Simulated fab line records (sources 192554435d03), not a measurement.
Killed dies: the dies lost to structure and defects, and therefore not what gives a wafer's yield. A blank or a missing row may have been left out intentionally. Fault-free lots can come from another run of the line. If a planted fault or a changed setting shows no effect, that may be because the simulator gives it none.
Which tool did it?	flow n5_finfet	24 lots, 72 wafers sampled, at 6 steps of a route of 1938

## WHAT THE GAUGES READ, wafer by wafer
N5_BEOL_M13_CD_MEAS_28 targets a cd of 209.5 nm.
lot	measured	on	cd_nm (nm)
L074	day 10 18:45	cd_sem-02	206.4 206.4 210.0
L075	day 11 08:23	cd_sem-03	207.6 208.9 206.9
L077	day 11 17:44	cd_sem-01	207.9 208.2 206.7
L076	day 12 05:38	cd_sem-01	210.1 209.9 208.0
L078	day 12 13:50	cd_sem-01	210.3 210.3 207.3
L079	day 13 01:28	cd_sem-01	208.7 210.0 209.4
L080	day 13 14:04	cd_sem-01	208.6 211.6 208.9
L081	day 13 16:07	cd_sem-03	206.9 209.2 206.4
L082	day 13 17:17	cd_sem-03	209.7 210.1 207.8
L084	day 13 22:11	cd_sem-02	209.2 207.3 209.8
L083	day 14 05:16	cd_sem-02	207.5 208.6 208.6
L085	day 14 06:37	cd_sem-02	207.7 208.8 207.4
L086	day 14 06:53	cd_sem-03	207.8 208.8 206.7
L088	day 14 22:31	cd_sem-02	207.9 209.1 208.9
L087	day 15 00:30	cd_sem-01	207.7 207.7 208.2
L090	day 15 07:25	cd_sem-03	208.3 207.8 207.1
L089	day 15 13:05	cd_sem-02	208.0 205.9 208.4
L091	day 15 16:58	cd_sem-01	209.4 208.1 207.9
L092	day 15 21:01	cd_sem-01	210.1 208.9 209.4
L093	day 16 07:27	cd_sem-03	207.9 208.5 209.7
L094	day 16 12:42	cd_sem-01	206.2 209.3 209.4
L095	day 16 21:50	cd_sem-03	208.4 207.2 211.2
L096	day 17 00:36	cd_sem-02	211.8 208.4 210.6
L097	day 17 04:05	cd_sem-02	209.5 210.5 208.0

N5_BEOL_M13_RS_MEAS_54: a four-point-probe measurement.
lot	measured	on	M13_RS (ohm/sq)
L074	day 11 06:37	film_metro-02	0.0462 0.0466 0.0459
L075	day 11 15:11	film_metro-01	0.0451 0.0439 0.0458
L077	day 11 23:21	film_metro-02	0.0438 0.0436 0.0464
L076	day 12 07:53	film_metro-01	0.0442 0.0454 0.0456
L078	day 12 18:03	film_metro-01	0.0444 0.0450 0.0447
L079	day 13 06:41	film_metro-02	0.0451 0.0435 0.0457
L080	day 13 16:49	film_metro-01	0.0437 0.0458 0.0449
L081	day 13 19:52	film_metro-01	0.0458 0.0459 0.0441
L082	day 13 20:11	film_metro-01	0.0436 0.0441 0.0465
L084	day 14 01:46	film_metro-01	0.0458 0.0443 0.0463
L083	day 14 09:59	film_metro-01	0.0458 0.0451 0.0464
L085	day 14 09:16	film_metro-02	0.0451 0.0468 0.0447
L086	day 14 11:41	film_metro-01	0.0462 0.0449 0.0450
L088	day 15 04:56	film_metro-01	0.0454 0.0451 0.0448
L087	day 15 05:14	film_metro-02	0.0454 0.0451 0.0448
L090	day 15 10:11	film_metro-01	0.0434 0.0450 0.0431
L089	day 15 17:13	film_metro-01	0.0444 0.0451 0.0447
L091	day 15 19:38	film_metro-01	0.0444 0.0452 0.0439
L092	day 16 00:59	film_metro-01	0.0465 0.0457 0.0442
L093	day 16 11:19	film_metro-02	0.0460 0.0459 0.0460
L094	day 16 17:38	film_metro-01	0.0457 0.0449 0.0457
L095	day 17 01:47	film_metro-01	0.0450 0.0444 0.0446
L096	day 17 02:56	film_metro-01	0.0450 0.0448 0.0455
L097	day 17 08:40	film_metro-02	0.0464 0.0454 0.0447

N5_BEOL_M14_OVL_MEAS_29.
lot	measured	on	M14_OVL (nm)
L074	day 11 08:10	overlay-02	2 2 3
L075	day 11 16:45	overlay-01	6 4 -4
L077	day 12 01:02	overlay-02	4 2 2
L076	day 12 09:40	overlay-01	-15 6 -5
L078	day 12 19:37	overlay-01	0 8 1
L079	day 13 08:17	overlay-02	1 3 -6
L080	day 13 18:15	overlay-02	-5 -4 -2
L081	day 13 21:38	overlay-01	3 -5 -11
L082	day 13 21:59	overlay-01	-1 4 3
L084	day 14 03:27	overlay-02	4 -9 2
L083	day 14 11:26	overlay-02	4 0 -5
L085	day 14 11:06	overlay-02	-7 -11 -9
L086	day 14 13:22	overlay-01	-10 -5 6
L088	day 15 06:31	overlay-02	-3 -2 -1
L087	day 15 06:45	overlay-01	13 15 4
L090	day 15 11:41	overlay-02	9 9 20
L089	day 15 18:49	overlay-01	-4 -6 3
L091	day 15 21:11	overlay-01	-9 3 -1
L092	day 16 02:32	overlay-02	-2 -10 -8
L093	day 16 12:56	overlay-01	-1 4 -2
L094	day 16 19:12	overlay-01	-7 -1 -1
L095	day 17 03:21	overlay-01	-13 -3 -4
L096	day 17 04:24	overlay-01	2 -2 6
L097	day 17 10:08	overlay-01	0 -7 0

## WHICH TOOL RAN EACH LOT (tool, then ch and the chambers of the sampled wafers, then the start)
lot	N5_BEOL_M13_DESCUM_33	N5_BEOL_M14_DESCUM_15	N5_BEOL_M14_STRIP_63
L074	rie_diel-02 ch 0,3, day 10 18:50	rie_diel-04 ch 0,1,2, day 11 07:23	rie_diel-04 ch 0,1,2, day 11 08:10 or earlier
L075	rie_diel-05 ch 0,1,3, day 11 08:28	rie_diel-04 ch 0,1,3, day 11 15:58	rie_diel-04 ch 0,1,3, day 11 16:45 or earlier
L077	rie_diel-03 ch 0,2,3, day 11 17:49	rie_diel-04 ch 0,2,3, day 12 00:07	rie_diel-04 ch 0,2,3, day 12 01:02 or earlier
L076	rie_diel-05 ch 1,2,3, day 12 05:44	rie_diel-01 ch 0,1, day 12 08:44	rie_diel-01 ch 0,1, day 12 09:40 or earlier
L078	rie_diel-05 ch 0,2,3, day 12 13:59	rie_diel-04 ch 1,2,3, day 12 18:50	rie_diel-04 ch 1,2,3, day 12 19:37 or earlier
L079	rie_diel-05 ch 0,1,2, day 13 01:43	rie_diel-04 ch 0,3, day 13 07:19	rie_diel-04 ch 0,3, day 13 08:17 or earlier
L080	rie_diel-05 ch 1,2,3, day 13 14:10	rie_diel-01 ch 0,1,3, day 13 17:27	rie_diel-01 ch 0,1,3, day 13 18:15 or earlier
L081	rie_diel-02 ch 0,1,2, day 13 16:12	rie_diel-06 ch 1,2, day 13 20:43	rie_diel-06 ch 1,2, day 13 21:38 or earlier
L082	rie_diel-03 ch 0,2,3, day 13 17:23	rie_diel-06 ch 0,2,3, day 13 21:04	rie_diel-06 ch 0,2,3, day 13 21:59 or earlier
L084	rie_diel-05 ch 1,3, day 13 22:16	rie_diel-01 ch 2,3, day 14 02:32	rie_diel-01 ch 2,3, day 14 03:27 or earlier
L083	rie_diel-05 ch 2,3, day 14 05:21	rie_diel-06 ch 1,2, day 14 10:38	rie_diel-06 ch 1,2, day 14 11:26 or earlier
L085	rie_diel-03 ch 0,1,3, day 14 06:42	rie_diel-01 ch 0,2,3, day 14 10:03	rie_diel-01 ch 0,2,3, day 14 11:06 or earlier
L086	rie_diel-02 ch 0,1, day 14 06:58	rie_diel-06 ch 1,3, day 14 12:27	rie_diel-06 ch 1,3, day 14 13:22 or earlier
L088	rie_diel-05 ch 0,2,3, day 14 22:36	rie_diel-06 ch 2,3, day 15 05:35	rie_diel-06 ch 2,3, day 15 06:31 or earlier
L087	rie_diel-02 ch 0,1,2, day 15 00:35	rie_diel-06 ch 2,3, day 15 05:56	rie_diel-06 ch 2,3, day 15 06:45 or earlier
L090	rie_diel-05 ch 1,3, day 15 07:30	rie_diel-01 ch 0,2, day 15 10:53	rie_diel-01 ch 0,2, day 15 11:41 or earlier
L089	rie_diel-03 ch 0,1,2, day 15 13:15	rie_diel-06 ch 0,1, day 15 18:01	rie_diel-06 ch 0,1, day 15 18:49 or earlier
L091	rie_diel-03 ch 1,2, day 15 17:03	rie_diel-04 ch 0,1,3, day 15 20:24	rie_diel-04 ch 0,1,3, day 15 21:11 or earlier
L092	rie_diel-05 ch 0,1,2, day 15 21:06	rie_diel-04 ch 0,3, day 16 01:45	rie_diel-04 ch 0,3, day 16 02:32 or earlier
L093	rie_diel-05 ch 0,3, day 16 07:37	rie_diel-04 ch 0,1,2, day 16 12:08	rie_diel-04 ch 0,1,2, day 16 12:56 or earlier
L094	rie_diel-05 ch 2,3, day 16 12:50	rie_diel-06 ch 0,1,2, day 16 18:17	rie_diel-06 ch 0,1,2, day 16 19:12 or earlier
L095	rie_diel-02 ch 0,1,2, day 16 21:55	rie_diel-06 ch 0,1,2, day 17 02:26	rie_diel-06 ch 0,1,2, day 17 03:21 or earlier
L096	rie_diel-03 ch 0,1, day 17 00:41	rie_diel-06 ch 0,3, day 17 03:37	rie_diel-06 ch 0,3, day 17 04:24 or earlier
L097	rie_diel-05 ch 0,1,2, day 17 04:13	rie_diel-01 ch 0,1,2, day 17 09:20	rie_diel-01 ch 0,1,2, day 17 10:08 or earlier
- N5_BEOL_M13_DESCUM_33: chemistry O2, time 7.9 s.
- N5_BEOL_M14_DESCUM_15: chemistry O2, time 7.9 s.
- N5_BEOL_M14_STRIP_63: strips in O2.

## WHAT THE TOOLS THEMSELVES READ (means of the sampled wafers that have a number; where no wafer has one, the mark that the record gives instead)
N5_BEOL_M13_DESCUM_33.
lot	tool	bias_power_w (W)	drypump_motor_current_A (A)	oes_product_au (a.u.)	rf_vpp_V (V)	showerhead_plenum_p_Torr (Torr)	throttle_valve_pct (%)
L074	rie_diel-02	20.05	5.9	0.67	243.8	2.15	20.46
L075	rie_diel-05	20.04	5.9	0.81	243.3	2.10	20.41
L077	rie_diel-03	19.95	5.6	0.85	243.7	2.10	20.39
L076	rie_diel-05	20.04	5.9	0.79	243.0	2.13	20.55
L078	rie_diel-05	19.94	6.3	0.72	241.3	2.09	20.52
L079	rie_diel-05	20.06	6.2	0.80	243.3	2.09	20.42
L080	rie_diel-05	20.04	5.9	0.78	243.4	2.13	20.56
L081	rie_diel-02	20.05	5.8	0.88	244.1	2.15	20.09
L082	rie_diel-03	20.01	5.5	0.82	243.4	2.10	20.40
L084	rie_diel-05	19.98	5.7	0.76	243.6	2.14	20.56
L083	rie_diel-05	19.93	6.1	0.70	244.3	2.13	20.67
L085	rie_diel-03	20.01	5.3	0.75	242.9	2.09	20.62
L086	rie_diel-02	20.01	5.6	0.88	243.8	2.11	20.07
L088	rie_diel-05	20.00	6.3	0.70	242.9	2.08	20.54
L087	rie_diel-02	20.08	5.8	0.85	243.2	2.15	20.11
L090	rie_diel-05	20.05	5.5	0.83	244.0	2.13	20.47
L089	rie_diel-03	20.03	5.8	0.81	242.6	2.06	20.57
L091	rie_diel-03	20.01	5.8	0.82	243.1	2.10	20.56
L092	rie_diel-05	20.00	6.2	0.78	242.6	2.08	20.45
L093	rie_diel-05	20.01	6.1	0.68	242.9	2.09	20.56
L094	rie_diel-05	20.02	6.1	0.68	243.8	2.12	20.70
L095	rie_diel-02	19.98	5.8	0.84	243.4	2.15	20.12
L096	rie_diel-03	20.02	5.5	0.74	242.6	2.05	20.80
L097	rie_diel-05	19.98	6.2	0.76	241.7	2.08	20.46

N5_BEOL_M14_DESCUM_15.
lot	tool	bias_power_w (W)	drypump_motor_current_A (A)	oes_product_au (a.u.)	rf_vpp_V (V)	showerhead_plenum_p_Torr (Torr)	throttle_valve_pct (%)
L074	rie_diel-04	20.01	5.9	0.80	242.3	2.07	20.25
L075	rie_diel-04	20.01	5.7	0.82	242.0	2.05	20.34
L077	rie_diel-04	19.99	5.7	0.75	242.9	2.03	20.31
L076	rie_diel-01	19.97	5.2	0.89	243.5	2.09	20.31
L078	rie_diel-04	19.99	5.6	0.79	243.4	2.08	20.40
L079	rie_diel-04	19.98	5.4	0.77	241.6	2.00	20.40
L080	rie_diel-01	19.98	5.5	0.86	242.7	2.08	20.19
L081	rie_diel-06	19.98	6.2	0.81	244.2	2.18	20.33
L082	rie_diel-06	20.01	5.4	0.77	243.4	2.08	20.26
L084	rie_diel-01	19.95	5.8	0.83	242.1	2.03	20.22
L083	rie_diel-06	19.97	6.0	0.79	244.3	2.13	20.25
L085	rie_diel-01	19.99	5.6	0.82	243.7	2.08	20.26
L086	rie_diel-06	19.98	5.9	0.82	243.3	2.16	20.47
L088	rie_diel-06	19.93	5.3	0.81	242.1	2.05	20.43
L087	rie_diel-06	20.03	5.5	0.79	241.8	2.07	20.30
L090	rie_diel-01	19.97	5.4	0.78	242.4	2.08	20.45
L089	rie_diel-06	20.00	5.6	0.93	244.1	2.15	20.03
L091	rie_diel-04	20.00	5.6	0.79	241.8	2.04	20.39
L092	rie_diel-04	20.00	5.6	0.74	242.2	1.99	20.31
L093	rie_diel-04	19.98	6.0	0.84	243.1	2.06	20.25
L094	rie_diel-06	19.98	5.8	0.85	244.3	2.14	20.18
L095	rie_diel-06	20.03	5.8	0.84	244.1	2.13	20.16
L096	rie_diel-06	20.05	5.1	0.85	242.7	2.06	20.34
L097	rie_diel-01	20.01	5.3	0.79	242.4	2.07	20.41

N5_BEOL_M14_STRIP_63.
lot	tool	drypump_motor_current_A (A)	oes_product_au (a.u.)	rf_vpp_V (V)	showerhead_plenum_p_Torr (Torr)	throttle_valve_pct (%)
L074	rie_diel-04	5.9	0.79	3.8	2.08	16.51
L075	rie_diel-04	5.6	0.82	3.8	2.05	16.56
L077	rie_diel-04	5.7	0.74	3.6	2.03	16.58
L076	rie_diel-01	5.3	0.88	3.6	2.09	16.52
L078	rie_diel-04	5.7	0.79	3.9	2.08	16.64
L079	rie_diel-04	5.4	0.78	2.8	2.00	16.65
L080	rie_diel-01	5.6	0.87	2.6	2.09	16.45
L081	rie_diel-06	6.2	0.81	4.6	2.18	16.59
L082	rie_diel-06	5.3	0.77	3.1	2.09	16.57
L084	rie_diel-01	5.8	0.83	2.9	2.03	16.47
L083	rie_diel-06	6.0	0.80	3.9	2.13	16.55
L085	rie_diel-01	5.7	0.82	3.3	2.09	16.53
L086	rie_diel-06	5.9	0.81	4.0	2.16	16.70
L088	rie_diel-06	5.3	0.81	3.0	2.06	16.70
L087	rie_diel-06	5.6	0.80	4.3	2.07	16.61
L090	rie_diel-01	5.5	0.79	4.5	2.09	16.67
L089	rie_diel-06	5.6	0.93	3.3	2.15	16.26
L091	rie_diel-04	5.6	0.79	3.7	2.04	16.62
L092	rie_diel-04	5.7	0.75	4.2	1.99	16.57
L093	rie_diel-04	6.0	0.85	4.0	2.06	16.45
L094	rie_diel-06	5.8	0.85	2.6	2.14	16.45
L095	rie_diel-06	5.8	0.84	3.4	2.14	16.44
L096	rie_diel-06	5.1	0.85	3.7	2.07	16.58
L097	rie_diel-01	5.4	0.79	3.2	2.08	16.67

## THE ANSWER, worked out from the rows above alone
Rule: the lots themselves supply what counts as usual. The widest of any qualifying gaps counts: lots, ordered by their means at a reading, are off when they make up no more than a third of the lots, leave a main group of 4 or more, and stand apart from it by 3 or more times the standard deviation of that group's means. If all means in a main group match to the digits the tables above print for the reading, that group is not used. A lot without any number at a reading at which 4 lots or more have one is off too. Where the step has rows for the other lots, those lots are counted as sound. First the gauges in route order, then the tools' own readings, where a lot's mean is used as printed above. At the first step where some lot is off, the reading lying furthest off is the one used; lots without a number count as furthest.
Across all readings shown, no lot is off: no conclusion can be drawn from this.

## WHAT THE SIMULATOR PUT IN
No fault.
